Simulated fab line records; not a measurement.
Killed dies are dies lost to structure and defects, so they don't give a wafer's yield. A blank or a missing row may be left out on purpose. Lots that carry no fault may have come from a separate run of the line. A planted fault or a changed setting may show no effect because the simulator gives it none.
fab line records | flow n5-finfet
record: lots: 11 wafers: 33 last-day: 17
route steps=1938 shown BEOL_M14@1761 TV_LITHO@1883 PASSIVATION@1916
lots that met no fault: taken from a fault-free run of the same line
start-h: the number of hours between the record's first day and the start of the first shown wafer of the lot | wait-h: hours elapsed since this lot's preceding step | " repeats the value in the row above | L1.1+2: a row that stands for several wafers | - value missing, or start not given | * or withheld: withheld | < > ~ a bound
route shown NAME@n: a module of which the file shows steps, and the number in the route of the first | usual: the fault-free wafers' mean and standard deviation | same: alike in all rows | chamber/n: place in a boat | sites: each site's reading | _std_site: their standard deviation | _edge_site: the outer-site mean with the inner-site mean subtracted | radius-mm: for every site, how far away it sits from the centre of the wafer | mask NAME#n: copy n | behind: the last tool/chamber to shape the wafer | hold: why the lot went on hold/how many hours it stayed there/how the hold came to an end | device: the n, p or np transistor that did not switch | end of line: tests of these same wafers at the route's end | for a step that has no rows: nothing shown but its recipe | killed: count of dies lost to structure and defects at first sort (not the wafer's yield) | map: dies across one wafer; x = killed, . = not, _ = none there
set.NAME: the setting that was run; set.NAME@STEP: the one run at that earlier step | model.NAME: the simulator's own value behind a step, which no gauge read
a sample of lots followed through the steps of the route, with each step as a table and each wafer as a row
services: from which hour (start-h, from the record's first day; less than 0 if before it) a tool's chamber was out of use, for how many hours, and why
== steps ==
step: N5_BEOL_M14_PRE_CLEAN_42
recipe: gas: H2/He time-s: 30 temp-c: 300
usual: heater-power-w: 438/26
same: time-s: 30
columns lot.wafer tool chamber start-h wait-h heater-power-w
L898.1 pvd-sputter-01 - 240.53 0.0 445
L898.5 " - " " 454
L898.6 " - " " 436
L899.1 pvd-sputter-03 - 254.55 0.0 424
L899.2 " - " " 492
L899.4 " - " " 435
L906.2 pvd-sputter-01 - 292.64 0.0 433
L906.3 " - " " 463
L906.6 " - " " 454
L908.1 pvd-sputter-02 - 296.35 0.0 389
L908.2 " - " " 463
L908.4 " - " " 410
L909.1 pvd-sputter-01 - 312.52 0.0 449
L909.2 " - " " 444
L909.4 " - " " 458
L911.3 pvd-sputter-02 - 323.28 0.0 393
L911.5 " - " " 456
L911.6 " - " " 394
L910.1 pvd-sputter-02 - 326.50 0.0 455
L910.3 " - " " 373
L910.4 " - " " 413
L916.1 pvd-sputter-02 - 358.97 0.0 393
L916.3 " - " " 410
L916.6 " - " " 459
L918.1 pvd-sputter-02 - 366.75 0.0 461
L918.2 " - " " 393
L918.3 " - " " 466
L921.3 pvd-sputter-03 - 386.89 0.0 439
L921.4 " - " " 487
L921.6 " - " " 429
L920.1 pvd-sputter-03 - 392.65 0.0 446
L920.3 " - " " 436
L920.5 " - " " 475
step: N5_PASSIVATION_CD_MEAS_10
recipe: target-cd-nm: 3000 landing-energy-ev: 500 detector: se-inlens
usual: cd-nm: 3000.8/1.6
columns lot.wafer tool chamber start-h wait-h cd-nm
L898.1 cd-sem-01 0 258.22 - 3003.5
L898.5 " 0 " " 3001.2
L898.6 " 0 " " 3002.4
L899.1 cd-sem-03 0 278.08 - 3001.5
L899.2 " 0 " " 2998.8
L899.4 " 0 " " 3000.1
L906.2 cd-sem-03 0 311.15 - 3001.2
L906.3 " 0 " " 3001.6
L906.6 " 0 " " 3000.3
L908.1 cd-sem-02 0 313.92 - 3002.3
L908.2 " 0 " " 3005.8
L908.4 " 0 " " 3001.8
L909.1 cd-sem-02 0 329.03 - 2998.8
L909.2 " 0 " " 3000.2
L909.4 " 0 " " 2997.5
L911.3 cd-sem-01 0 338.47 - 3001.1
L911.5 " 0 " " 2997.4
L911.6 " 0 " " 3000.4
L910.1 cd-sem-03 0 340.43 - 3001.1
L910.3 " 0 " " 3002.5
L910.4 " 0 " " 3001.8
L916.1 cd-sem-03 0 378.86 - 2999.8
L916.3 " 0 " " 3002.5
L916.6 " 0 " " 2999.2
L918.1 cd-sem-03 0 390.91 - 2999.6
L918.2 " 0 " " 3000.2
L918.3 " 0 " " 3000.2
L921.3 cd-sem-03 0 403.81 - 3001.2
L921.4 " 0 " " 3002.7
L921.6 " 0 " " 3003.7
L920.1 cd-sem-03 0 406.96 - 3001.2
L920.3 " 0 " " 3002.6
L920.5 " 0 " " 3000.6
step: N5_PASSIVATION_PECVD_35
recipe: material: SiNx target-thk-a: 7000 temp-c: 400 precursor: SiH4/NH3/N2 pressure-torr: 4.9 rf-w: 1406 time-s: 151.3
usual: heater-power-w: 380/87 showerhead-plenum-p-Torr: 8.70/0.076 throttle-valve-pct: 29.0/1.4
same: time-s: 151.3
columns lot.wafer tool chamber start-h wait-h heater-power-w showerhead-plenum-p-Torr throttle-valve-pct
L898.1 pecvd-02 0 262.07 0.1 479 8.82 29.4
L898.5 " 0 " " 511 8.81 29.6
L898.6 " 1 " " 434 8.65 28.4
L899.1 pecvd-02 1 280.83 0.1 399 8.64 28.3
L899.2 " 0 " " 486 8.82 29.3
L899.4 " 1 " " 418 8.65 28.2
L906.2 pecvd-04 1 314.89 0.1 297 8.57 31.5
L906.3 " 0 " " 234 8.70 29.8
L906.6 " 0 " " 269 8.71 29.8
L908.1 pecvd-02 0 317.70 0.1 521 8.82 29.4
L908.2 " 1 " " 407 8.62 27.9
L908.4 " 0 " " 356 8.83 29.9
L909.1 pecvd-04 2 332.40 0.1 412 8.79 29.6
L909.2 " 0 " " 240 8.70 29.4
L909.4 " 0 " " 263 8.71 29.7
L911.3 pecvd-04 2 341.55 0.1 302 8.77 29.6
L911.5 " 2 " " 349 8.76 29.5
L911.6 " 1 " " 351 8.59 31.6
L910.1 pecvd-02 1 344.13 0.1 414 8.66 28.3
L910.3 " 2 " " 484 8.69 26.9
L910.4 " 0 " " 473 8.82 29.7
L916.1 pecvd-02 0 381.90 0.1 443 8.82 29.6
L916.3 " 2 " " 439 8.65 26.9
L916.6 " 2 " " 467 8.66 27.0
L918.1 pecvd-01 2 394.08 0.1 445 8.79 27.1
L918.2 " 0 " " 402 8.64 31.3
L918.3 " 1 " " 352 8.73 28.8
L921.3 pecvd-01 2 407.05 0.1 488 8.78 27.5
L921.4 " 2 " " 335 8.79 27.3
L921.6 " 1 " " 366 8.74 29.0
L920.1 pecvd-02 0 409.89 0.1 444 8.81 29.8
L920.3 " 2 " " 496 8.67 27.0
L920.5 " 2 " " 354 8.65 26.9
step: N5_PASSIVATION_DESCUM_46
recipe: chemistry: O2 time-s: 7.9 source-power-w: 50 bias-power-w: 20 pressure-mtorr: 20 rf-frequency-hz: 2.712e+07 temp-c: 40 o2-flow-sccm: 225
usual: bias-power-w: 19.99/0.064 drypump-motor-current-A: 5.6/0.4 oes-product-au: 0.79/0.068 rf-vpp-V: 243.1/1.3 showerhead-plenum-p-Torr: 2.10/0.066 throttle-valve-pct: 20.59/0.27
same: time-s: 7.9
columns lot.wafer tool chamber start-h wait-h bias-power-w drypump-motor-current-A oes-product-au rf-hours-counter-h rf-vpp-V showerhead-plenum-p-Torr throttle-valve-pct
L898.1 rie-diel-01 1 263.40 0.7 20.12 6.1 0.73 149 242.7 2.01 20.74
L898.5 " 3 " " 20.07 6.2 0.78 - 245.1 2.20 20.92
L898.6 " 2 " " 20.05 5.6 0.86 - 247.3 2.22 20.10
L899.1 rie-diel-01 0 281.67 0.3 19.97 5.9 0.89 50 241.9 2.13 20.28
L899.2 " 1 " " 19.99 6.0 0.74 157 242.0 2.00 20.74
L899.4 " 3 " " 19.91 6.2 0.78 134 244.9 2.20 20.93
L906.2 rie-diel-01 3 315.59 0.1 20.00 6.3 0.77 148 244.0 2.19 20.94
L906.3 " 2 " " 19.99 5.6 0.85 75 244.3 2.21 20.10
L906.6 " 1 " " 20.09 6.1 0.73 - 242.2 2.00 20.75
L908.1 rie-diel-02 1 318.38 0.1 20.07 5.3 0.84 62 242.8 2.03 20.23
L908.2 " 0 " " 20.04 5.6 0.71 222 242.2 2.08 20.87
L908.4 " 2 " " 20.06 5.0 0.68 226 241.5 1.98 20.87
L909.1 rie-diel-02 3 333.05 0.0 20.00 4.9 0.69 214 242.7 2.08 20.57
L909.2 " 0 " " 19.88 5.6 0.71 227 241.8 2.08 20.87
L909.4 " 2 " " 19.91 5.0 0.68 231 240.8 1.98 20.86
L911.3 rie-diel-04 1 342.26 0.1 19.89 4.7 0.90 29 243.1 2.04 20.30
L911.5 " 3 " " 20.08 5.4 0.75 - 243.2 2.10 20.68
L911.6 " 0 " " 20.02 5.5 0.82 - 243.8 2.11 20.61
L910.1 rie-diel-04 0 344.72 0.1 20.01 5.5 0.83 96 245.0 2.11 20.59
L910.3 " 3 " " 20.08 5.4 0.76 149 243.1 2.10 20.70
L910.4 " 3 " " 19.97 5.4 0.75 - 242.1 2.10 20.67
L916.1 rie-diel-01 1 382.42 0.0 20.04 6.1 0.70 194 241.3 1.99 20.79
L916.3 " 2 " " 20.03 5.6 0.82 98 246.0 2.20 20.16
L916.6 " 0 " " 20.05 5.9 0.87 - 243.5 2.12 20.33
L918.1 rie-diel-04 3 395.06 0.4 20.03 5.4 0.74 163 242.2 2.10 20.71
L918.2 " 0 " " 20.00 5.5 0.81 111 243.1 2.10 20.63
L918.3 " 1 " " 19.95 4.7 0.87 47 241.1 2.03 20.33
L921.3 rie-diel-04 2 407.60 0.1 19.99 5.6 0.81 98 242.9 2.12 20.82
L921.4 " 2 " " 20.10 5.6 0.81 - 244.2 2.12 20.80
L921.6 " 0 " " 19.95 5.5 0.79 - 243.3 2.10 20.63
L920.1 rie-diel-04 2 410.54 0.0 20.03 5.6 0.81 100 244.0 2.12 20.82
L920.3 " 0 " " 20.02 5.5 0.80 119 243.6 2.10 20.62
L920.5 " 2 " " 19.95 5.6 0.81 - 243.6 2.11 20.82
step: N5_PASSIVATION_PROBE_49
usual: defect-limited-yield: 91.1/1.4 killed_at_M0_to_M3: 35/8.7 killed_at_M4_up: 14/5.3 killed-at-contacts: 12/6.2 killed-at-front-end: 41/12 killed-at-other: 3.4/2.6 killed-dies: 105/16 killed-open: 67/13 killed-short: 36/7.3 sort_bin_5_function: 5.2/0.96 sort_bin_6_memory: 3.3/0.6 sort-n-pass: 1075/16 sort-yield-pct: 91.1/1.4
same: gross-dies: 1180 killed-at-back-side: 0 sort_bin_4_leakage[%]: 0 sort_bin_8_speed[%]: 0
columns lot.wafer tool chamber start-h wait-h defect-limited-yield[%] killed_at_M0_to_M3 killed_at_M4_up killed-at-contacts killed-at-front-end killed-at-other killed-dies killed-open killed-short sort_bin_5_function[%] sort_bin_6_memory[%] sort-n-pass sort-yield-pct[%]
L909.1 prober-01 - 336.10 0.0 91.7 38 12 10 37 1 98 59 36 5.2 2.7 1082 91.7
L909.2 prober-01 - 336.15 0.1 91.0 36 8 13 45 4 106 60 41 4.9 3.1 1074 91.0
L909.4 prober-01 - 336.25 0.2 84.1 29 94 14 44 7 188 63 33 11.0 3.5 992 84.1
killed by level:class
L909.1 BEOL_M0_SAQP:geometric-particle:short=12 MOL_CONTACT_COAG:geometric-particle:open=9 BEOL_M2:geometric-particle:open=8 GATE_CUT:geometric-particle:short=7 DUMMY_GATE:geometric-particle:open=6 BEOL_M0:geometric-particle:open=6 STI_FIN_REVEAL:geometric-particle:open=4 GATE_CUT:geometric-particle:open=4
L909.2 BEOL_M0_SAQP:geometric-particle:short=13 BEOL_M0_SAQP:geometric-particle:open=11 MOL_CONTACT_COAG:geometric-particle:open=10 STI_FIN_REVEAL:geometric-particle:open=8 GATE_CUT:geometric-particle:short=8 BEOL_M3:geometric-particle:open=6 FIN_SAQP:geometric-particle:short=4 HKMG_FIN:area-etch=4
L909.4 BEOL_M14:unspecified=91 BEOL_M0_SAQP:geometric-particle:open=13 MOL_CONTACT_COAG:geometric-particle:open=12 FIN_SAQP:geometric-particle:short=10 GATE_CUT:geometric-particle:short=9 FIN_SAQP:geometric-particle:open=8 STI_FIN_REVEAL:geometric-particle:open=5 BEOL_M0_SAQP:geometric-particle:short=5
== services ==
columns tool chamber start-h hours kind
pecvd-04 2 218.76 5.5 scheduled-down
rie-diel-02 - 220.78 2.3 repair
rie-diel-04 1 229.53 - clean
rie-diel-04 1 229.53 - consumable-replace:focus-ring
rie-diel-04 1 229.53 26.2 scheduled-down
rie-diel-04 1 229.53 26.2 vent-cycle
rie-diel-01 3 270.15 5.9 repair
pecvd-02 0 274.56 2.1 scheduled-down
pecvd-04 1 284.82 5.5 scheduled-down
rie-diel-01 2 285.76 10.5 repair
rie-diel-01 0 307.46 4.7 repair
rie-diel-01 0 314.89 13.9 repair
rie-diel-01 1 329.92 2.2 repair
pecvd-01 - 335.32 46.5 repair
rie-diel-04 3 350.74 3.8 repair
rie-diel-01 - 352.40 0.5 repair
pecvd-02 - 355.41 0.6 repair
pvd-sputter-01 - 363.13 9.5 repair
pecvd-02 - 365.01 4.3 pm
pvd-sputter-02 - 369.14 3.4 repair
rie-diel-01 - 374.73 2.8 pm
pecvd-04 1 383.62 - clean
pecvd-04 1 383.62 - consumable-replace:showerhead
rie-diel-01 0 391.51 7.0 repair
== key ==
first-sign: step: N5_PASSIVATION_PROBE_49 reading: killed_at_M4_up direction: up sigmas: 15 usual: 14 struck: 94
effect: step: N5_PASSIVATION_PROBE_49 reading: defect-limited-yield direction: down sigmas: 5.1 usual: 91.1 struck: 84.1
more-kills-born-at: N5_BEOL_M14_PRE_CLEAN_42@pvd-sputter-01: 91
met-at N5_BEOL_M14_PRE_CLEAN_42
struck-lots L909
struck-wafers L909.4
not-acting-at N5_PASSIVATION_CD_MEAS_10,N5_PASSIVATION_PECVD_35,N5_PASSIVATION_DESCUM_46
onset-between 292.64 312.52
fault: kind: chamber-particle-source tool: pvd-sputter-01 chamber: - onset-h: 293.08 steps: N5_BEOL_M14_PRE_CLEAN_42 rate-per-visit-cm2: 0.43012 end-h: 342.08 scope: struck-wafers-only
